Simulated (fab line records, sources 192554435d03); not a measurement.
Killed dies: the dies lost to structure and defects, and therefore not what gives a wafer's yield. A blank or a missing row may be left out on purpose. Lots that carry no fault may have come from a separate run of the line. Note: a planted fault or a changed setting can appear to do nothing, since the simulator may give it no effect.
Split-lot study + flow n5_finfet + 21 wafers read from 7 lots, route of 1938 steps

== ABOUT THE SPLIT ==
At N5_BEOL_M11_EXPOSE_08 (exposes mask M11), the setting dose_mj was moved away from the recipe's 53.75 on 6 of the 21 wafers read, by -4.9% to +3.3%. All remaining wafers had this setting at the recipe value.

== FROM THE SPLIT TO THE READING: what the file shows between them, 8 steps ==
- N5_BEOL_M11_PEB_09: peb time 60 s
- N5_BEOL_M11_DEVELOP_10: develop time 30 s
- N5_BEOL_M11_DESCUM_16: chemistry O2, time 7.9 s
- N5_BEOL_M11_ETCH_61: etches SiARC in CF4, target depth 39 nm, time 65 s
- N5_BEOL_M11_ETCH_62: etches SOC in N2/H2, target depth 110 nm, overetch 22 nm, time 165 s
- N5_BEOL_M11_STRIP_68: strips in N2/H2
- N5_BEOL_M11_HM_OPEN_17: chemistry Cl2/BCl3, target TiN, target depth 20 nm, overetch 6 nm
- N5_BEOL_M11_STRIP_19: strips in O2

== THE READING ==
cd_nm, in nm, at N5_BEOL_M11_CD_MEAS_18 (pitch 140 nm, target cd 70 nm). On this fab line, fault-free wafers typically give 70.0 nm with a standard deviation of 0.67 nm.

| wafer  | tool, chamber at the split | dose_mj as run | against the recipe | cd_nm, nm | against lot-mates on the recipe |
|--------|----------------------------|----------------|--------------------|-----------|---------------------------------|
| L074.3 | arfi_scanner-03, 0         | 53.75          | recipe             | 69.5      | -                               |
| L074.5 | arfi_scanner-03, 0         | 53.75          | recipe             | 70.1      | -                               |
| L074.6 | arfi_scanner-03, 0         | 53.75          | recipe             | 70.0      | -                               |
| L076.1 | arfi_scanner-01, 0         | 53.75          | recipe             | 70.3      | -                               |
| L076.3 | arfi_scanner-01, 0         | 53.75          | recipe             | 70.5      | -                               |
| L076.5 | arfi_scanner-01, 0         | 53.75          | recipe             | 70.5      | -                               |
| L080.1 | arfi_scanner-03, 0         | 51.12          | -4.9%              | 67.0      | -2.4                            |
| L080.3 | arfi_scanner-03, 0         | 51.12          | -4.9%              | 66.0      | -3.4                            |
| L080.4 | arfi_scanner-03, 0         | 53.75          | recipe             | 69.4      | -                               |
| L083.1 | arfi_scanner-02, 0         | 52             | -3.3%              | 68.2      | -1.3                            |
| L083.4 | arfi_scanner-02, 0         | 53.75          | recipe             | 69.5      | -                               |
| L083.5 | arfi_scanner-02, 0         | 52             | -3.3%              | 67.7      | -1.8                            |
| L087.1 | arfi_scanner-03, 0         | 55.5           | +3.3%              | 70.8      | +1.0                            |
| L087.5 | arfi_scanner-03, 0         | 53.75          | recipe             | 70.2      | -                               |
| L087.6 | arfi_scanner-03, 0         | 53.75          | recipe             | 69.5      | -                               |
| L090.1 | arfi_scanner-02, 0         | 53.75          | recipe             | 69.8      | -                               |
| L090.5 | arfi_scanner-02, 0         | 53.75          | recipe             | 71.2      | -                               |
| L090.6 | arfi_scanner-02, 0         | 53.75          | recipe             | 69.5      | -                               |
| L093.2 | arfi_scanner-02, 0         | 53.75          | recipe             | 70.0      | -                               |
| L093.4 | arfi_scanner-02, 0         | 53.75          | recipe             | 70.5      | -                               |
| L093.6 | arfi_scanner-02, 0         | 55.18          | +2.7%              | 72.2      | +2.0                            |

FIT RESULTS
A straight line over all 21 wafers: cd_nm changes by +0.641 nm for each +1% of dose_mj; r = +0.92; the points scatter about the line by 0.58 nm.
The same after taking each lot's own level away (the mean of its wafers on the recipe; 21 wafers): +0.536 nm for each +1%; r = +0.92; scatter 0.46 nm.
According to that fit, moving dose_mj by its largest amount changes the reading by 2.6 nm.
Measured against the standard deviation above, the lots' own levels, which go from 69.40 to 70.43 nm, span 1.5 times it.
So the lot-to-lot level changes the slope: the two fits differ.
Check: for one of the wafers moved furthest among these (-4.9%), held out of the fit, the line's prediction against its lot-mates is -2.74 nm. Against them it came out at -2.4 nm.

== THESE WAFERS: OTHER SPLITS ==
Before the reading, these wafers also passed through other splits. Each is held against what the fit with the lots' levels taken away leaves over:
| other split on the same wafers | wafers away from the commonest value | r with cd_nm (lot level and that fit taken away) |
|--------------------------------|--------------------------------------|--------------------------------------------------|
| N5_BEOL_M9_STRIP_19 power_w    | 9                                    | +0.17                                            |
| N5_BEOL_M11_PECVD_70 time_s    | 7                                    | -0.17                                            |

== THE WHOLE CHAIN: every reading that the file lists as answering this split, in the file's order ==
| step                   | what it does                                       | reading                                                                | change (the file's fit)               | r (the file's) |
|------------------------|----------------------------------------------------|------------------------------------------------------------------------|---------------------------------------|----------------|
| N5_BEOL_M11_ETCH_61    | etches SiARC in CF4, target depth 39 nm, time 65 s | BEOL_M11.cd_offset_nm (the simulator's own value, which no gauge read) | +0.539 nm for each +1% of the setting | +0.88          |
| N5_BEOL_M11_CD_MEAS_18 | pitch 140 nm, target cd 70 nm                      | cd_nm                                                                  | +0.53 nm for each +1% of the setting  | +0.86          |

== FILE'S OWN FIT ==
cd_nm changes by +0.53 nm for each +1% of dose_mj, r = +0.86.
